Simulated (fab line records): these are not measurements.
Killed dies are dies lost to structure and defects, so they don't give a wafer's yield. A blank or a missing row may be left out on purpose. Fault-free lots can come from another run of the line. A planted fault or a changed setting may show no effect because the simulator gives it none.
Which tool is to blame? | flow n5-finfet | route of 1938 steps, sampled at 1 step: 24 lots, 72 wafers

## WHAT EACH GAUGE READ, for each wafer
N5_BEOL_M0_SAQP_OVL_MEAS_15.
lot  | measured     | on         | M0_CORE_OVL (nm)
L074 | day 5 11:56  | overlay-02 | 1.1 0.1 0.4
L075 | day 6 01:20  | overlay-01 | -0.5 -1.6 -0.9
L076 | day 6 02:40  | overlay-02 | 0.8 1.6 1.1
L077 | day 6 06:06  | overlay-01 | 1.0 0.4 -0.3
L078 | day 6 12:55  | overlay-02 | 0.2 -0.3 -1.0
L079 | day 6 14:55  | overlay-01 | -0.4 1.6 0.8
L080 | day 6 21:08  | overlay-02 | 1.3 0.6 0.0
L081 | day 7 05:39  | overlay-01 | 2.1 -0.2 0.5
L082 | day 7 11:44  | overlay-01 | 0.5 -0.5 -0.4
L083 | day 7 17:04  | overlay-01 | 0.1 -0.7 -0.2
L084 | day 8 04:40  | overlay-01 | 0.6 0.7 0.6
L085 | day 8 06:38  | overlay-02 | -0.8 -0.1 -0.2
L086 | day 8 12:49  | overlay-02 | 0.1 -0.7 -0.4
L087 | day 8 23:38  | overlay-01 | 0.1 1.1 0.2
L088 | day 9 00:04  | overlay-02 | -1.5 -0.8 -2.0
L089 | day 9 07:31  | overlay-02 | 0.7 1.7 1.4
L090 | day 9 11:33  | overlay-02 | -0.4 -0.2 -1.3
L091 | day 9 23:11  | overlay-02 | 0.6 0.0 -1.1
L092 | day 9 23:45  | overlay-01 | 0.2 0.7 2.0
L093 | day 10 13:31 | overlay-02 | 0.1 0.1 -0.6
L094 | day 10 17:25 | overlay-01 | 1.1 0.4 0.1
L095 | day 10 17:34 | overlay-02 | -2.0 -1.2 0.3
L096 | day 11 05:56 | overlay-02 | -1.0 -0.7 -0.4
L097 | day 11 07:11 | overlay-01 | -0.3 2.2 -0.9

## WHAT TOOL EACH LOT RAN ON (gives the tool, then ch and the chambers of the sampled wafers, and finally the start)
The record holds no process step before these readings.

## AS READ BY THE TOOLS THEMSELVES (means over the sampled wafers that have a number; for cases with no such wafer, the mark the record gives instead)
The record holds no such reading with a usual standard deviation.

## THE ANSWER, worked out from the rows above alone
Rule: the usual values come from the lots themselves. The widest of any qualifying gaps counts: lots, ordered by their means at a reading, are off when they make up no more than a third of the lots, leave a main group of 4 or more, and stand apart from it by 3 or more times the standard deviation of that group's means. A main group is skipped when, at the precision printed for the reading in the tables above, its means are all equal. A lot without any number at a reading at which 4 lots or more have one is off too. The other lots that the step has rows for count as sound. After the gauges, taken in route order, come the tools' own readings; for these a lot's mean is taken, as printed above. The first step at which some lot is off is used, and at that step the reading that is off furthest; a lot without a number counts as furthest.
No lot is off on any of the readings shown, so nothing can be concluded from this.

## WHAT THE SIMULATOR HAD INSERTED
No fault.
